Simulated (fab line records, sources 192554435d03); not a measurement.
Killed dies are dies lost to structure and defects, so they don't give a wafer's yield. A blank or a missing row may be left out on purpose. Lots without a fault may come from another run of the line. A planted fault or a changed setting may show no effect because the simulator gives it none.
Split-lot experiment | flow n5_finfet | 7 lots, 21 wafers read, on a route of 1938 steps

THE SPLIT
At N5_BEOL_M2_EXPOSE_08 (exposes mask M2), the setting dose_mj was moved away from the recipe's 41.25 on 6 of the 21 wafers read, by -4.9% to +7.0%. The other wafers ran this setting at the recipe's value.

FROM THE SPLIT TO THE READING: what the file shows between them, 11 steps
- N5_BEOL_M2_PEB_09: peb time 60 s
- N5_BEOL_M2_DEVELOP_10: develop time 30 s
- N5_BEOL_M2_CD_MEAS_11: target cd 16.79 nm
- N5_BEOL_M2_DESCUM_16: chemistry O2, time 7 s
- N5_BEOL_M2_ETCH_74: etches underlayer in N2/H2, target depth 6.5 nm, time 5.2 s
- N5_BEOL_M2_ETCH_64: etches SOC in N2/H2, target depth 75 nm, overetch 22.5 nm, time 121.9 s (also split here: bias_w)
- N5_BEOL_M2_STRIP_65: strips in N2/H2
- N5_BEOL_M2_STRIP_75: strips in N2/H2
- N5_BEOL_M2_STRIP_66: strips in CF4
- N5_BEOL_M2_HM_OPEN_17: chemistry Cl2/BCl3, target TiN, target depth 20 nm, overetch 6 nm
- N5_BEOL_M2_STRIP_19: strips in O2

THE READING
cd_nm, in nm, at N5_BEOL_M2_CD_MEAS_18 (pitch 36 nm, target cd 18 nm). Fault-free wafers of this fab line usually give 17.99 nm, standard deviation 0.28 nm.

wafer  | tool, chamber at the split | dose_mj as run | against the recipe | cd_nm, nm | against lot-mates on the recipe
L075.1 | euv_scanner-01, 0          | 41.25          | recipe             | 17.91     | -
L075.2 | euv_scanner-01, 0          | 41.25          | recipe             | 18.23     | -
L075.4 | euv_scanner-01, 0          | 42.94          | +4.1%              | 18.94     | +0.87
L084.4 | euv_scanner-01, 0          | 41.25          | recipe             | 17.90     | -
L084.5 | euv_scanner-01, 0          | 41.25          | recipe             | 17.92     | -
L084.6 | euv_scanner-01, 0          | 41.25          | recipe             | 18.22     | -
L085.1 | euv_scanner-01, 0          | 41.25          | recipe             | 18.20     | -
L085.3 | euv_scanner-01, 0          | 41.25          | recipe             | 17.95     | -
L085.4 | euv_scanner-01, 0          | 41.25          | recipe             | 17.72     | -
L089.1 | euv_scanner-02, 0          | 41.25          | recipe             | 17.61     | -
L089.4 | euv_scanner-02, 0          | 41.25          | recipe             | 17.74     | -
L089.5 | euv_scanner-02, 0          | 41.25          | recipe             | 17.73     | -
L090.1 | euv_scanner-02, 0          | 41.25          | recipe             | 18.33     | -
L090.2 | euv_scanner-02, 0          | 41.25          | recipe             | 18.42     | -
L090.3 | euv_scanner-02, 0          | 44.14          | +7.0%              | 19.63     | +1.25
L091.1 | euv_scanner-01, 0          | 41.25          | recipe             | 17.77     | -
L091.2 | euv_scanner-01, 0          | 39.21          | -4.9%              | 17.16     | -0.61
L091.6 | euv_scanner-01, 0          | 39.21          | -4.9%              | 16.81     | -0.96
L097.2 | euv_scanner-01, 0          | 41.25          | recipe             | 17.97     | -
L097.3 | euv_scanner-01, 0          | 43.61          | +5.7%              | 19.07     | +1.10
L097.4 | euv_scanner-01, 0          | 43.61          | +5.7%              | 18.54     | +0.57

THE FIT
A straight line over all 21 wafers: cd_nm changes by +0.194 nm for each +1% of dose_mj; r = +0.91; the points scatter about the line by 0.27 nm.
The same after taking each lot's own level away (the mean of its wafers on the recipe; 21 wafers): +0.164 nm for each +1%; r = +0.95; scatter 0.17 nm.
On that fit, the largest move of dose_mj shifts the reading by 1.1 nm.
The lots' own levels span 17.693 to 18.375 nm, that is 2.4 times the standard deviation above.
So the lot-to-lot level changes the slope: the two fits differ.
Check: with one of the wafers moved furthest among these (+7.0%) left out of the fit, the line predicts +1.12 nm for it against its lot-mates. It came out at +1.25 nm against them.

OTHER SPLITS ON THESE WAFERS
These wafers also went through other splits before the reading. Each is held against what the fit with the lots' levels taken away leaves over:
other split on the same wafers          | wafers away from the commonest value | r with cd_nm (lot level and that fit taken away)
N5_MOL_CONTACT_COAG_ETCH_15 source_w    | 7                                    | -0.23
N5_MOL_CONTACT_COAG_ALD_133 ald_cycles  | 7                                    | -0.48
N5_MOL_CONTACT_COAG_VIA_ETCH_117 bias_w | 5                                    | +0.01
N5_BEOL_M0_SAQP_PECVD_97 time_s         | 12                                   | +0.00
N5_BEOL_M1_ETCH_70 time_s               | 3                                    | +0.24
N5_BEOL_M1_TRENCH_ETCH_37 time_s        | 3                                    | -0.02
N5_BEOL_M2_ETCH_64 bias_w               | 8                                    | -0.45

THE WHOLE CHAIN: every reading that the file lists as answering this split, in the file's order
step                  | what it does                                                      | reading                                                               | change (the file's fit)               | r (the file's)
N5_BEOL_M2_CD_MEAS_11 | target cd 16.79 nm                                                | cd_nm                                                                 | +0.169 nm for each +1% of the setting | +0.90
N5_BEOL_M2_ETCH_74    | etches underlayer in N2/H2, target depth 6.5 nm, time 5.2 s       | BEOL_M2.cd_offset_nm (the simulator's own value, which no gauge read) | +0.184 nm for each +1% of the setting | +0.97
N5_BEOL_M2_HM_OPEN_17 | chemistry Cl2/BCl3, target TiN, target depth 20 nm, overetch 6 nm | BEOL_M2.cd_offset_nm (the simulator's own value, which no gauge read) | +0.154 nm for each +1% of the setting | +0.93
N5_BEOL_M2_CD_MEAS_18 | pitch 36 nm, target cd 18 nm                                      | cd_nm                                                                 | +0.17 nm for each +1% of the setting  | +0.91

THE FILE'S OWN FIT
cd_nm changes by +0.17 nm for each +1% of dose_mj, r = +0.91.
